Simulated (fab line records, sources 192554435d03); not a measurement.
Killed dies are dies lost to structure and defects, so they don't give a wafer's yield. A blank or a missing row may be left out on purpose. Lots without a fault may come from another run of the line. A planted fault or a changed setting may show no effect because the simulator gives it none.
Chamber matching | flow n5_finfet | N5_BEOL_M6_PECVD_70 on pecvd-04: 3 sister chambers
The step deposits SiO2 from TEOS/O2, target thk 20 nm, time 22.7 s. 14 wafers are shown with their chamber, then 7 later ones without.

WAFERS WITH THEIR CHAMBER
wafer  | chamber | showerhead_plenum_p_Torr (Torr) | throttle_valve_pct (%) | heater_power_w (W)
L076.1 | 0       | 8.85                            | 20.3                   | 838
L076.3 | 2       | 8.76                            | 22.2                   | 746
L076.4 | 0       | 8.84                            | 20.6                   | 829
L079.1 | 1       | 8.70                            | 21.5                   | 999
L079.4 | 0       | 8.86                            | 20.3                   | 812
L079.6 | 0       | 8.84                            | 20.6                   | 809
L087.1 | 0       | 8.86                            | 20.8                   | 883
L087.2 | 2       | 8.79                            | 20.8                   | 822
L087.6 | 2       | 8.80                            | 20.4                   | 813
L085.2 | 2       | 8.78                            | 20.4                   | 849
L085.4 | 0       | 8.87                            | 20.6                   | 898
L085.6 | 2       | 8.75                            | 20.6                   | 860
L088.1 | 1       | 8.69                            | 21.8                   | 838
L088.4 | 1       | 8.71                            | 21.9                   | 829

SIGNATURES (means of the wafers above)
reading                  | chamber 0 | chamber 1 | chamber 2 | scatter within a chamber
showerhead_plenum_p_Torr | 8.8533    | 8.7000    | 8.7760    | 0.0155
throttle_valve_pct       | 20.533    | 21.733    | 20.880    | 0.483
heater_power_w           | 844.83    | 888.67    | 818.00    | 54.9
Rule: a wafer's distance from a chamber is the root of the sum, over the readings, of the square of ((its reading less the chamber's mean) divided by the reading's scatter). The wafer belongs to the nearest chamber; if the next one is less than 2 further off, it can't be placed. The scatter: the root of (the sum of the squares of (reading less its chamber's mean) over the shown wafers, divided by (wafers less chambers)).

WAFERS WITHOUT THEIR CHAMBER
wafer  | showerhead_plenum_p_Torr (Torr) | throttle_valve_pct (%) | heater_power_w (W)
L088.6 | 8.76                            | 20.5                   | 841
L090.3 | 8.71                            | 21.7                   | 876
L090.4 | 8.69                            | 21.7                   | 848
L090.5 | 8.86                            | 20.9                   | 856
L091.2 | 8.71                            | 21.7                   | 1000
L091.4 | 8.75                            | 20.7                   | 873
L091.6 | 8.88                            | 20.7                   | 856

WHICH CHAMBER EACH WENT THROUGH
wafer  | from the rows above     | in truth
L088.6 | 2                       | 2
L090.3 | 1                       | 1
L090.4 | 1                       | 1
L090.5 | 0                       | 0
L091.2 | 1                       | 1
L091.4 | can't be placed: 2 or 1 | 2
L091.6 | 0                       | 0
Placed correctly: 6 of 7. Can't be placed from these rows: 1 (the true chamber is among the candidates in 1). Placed wrongly: 0.
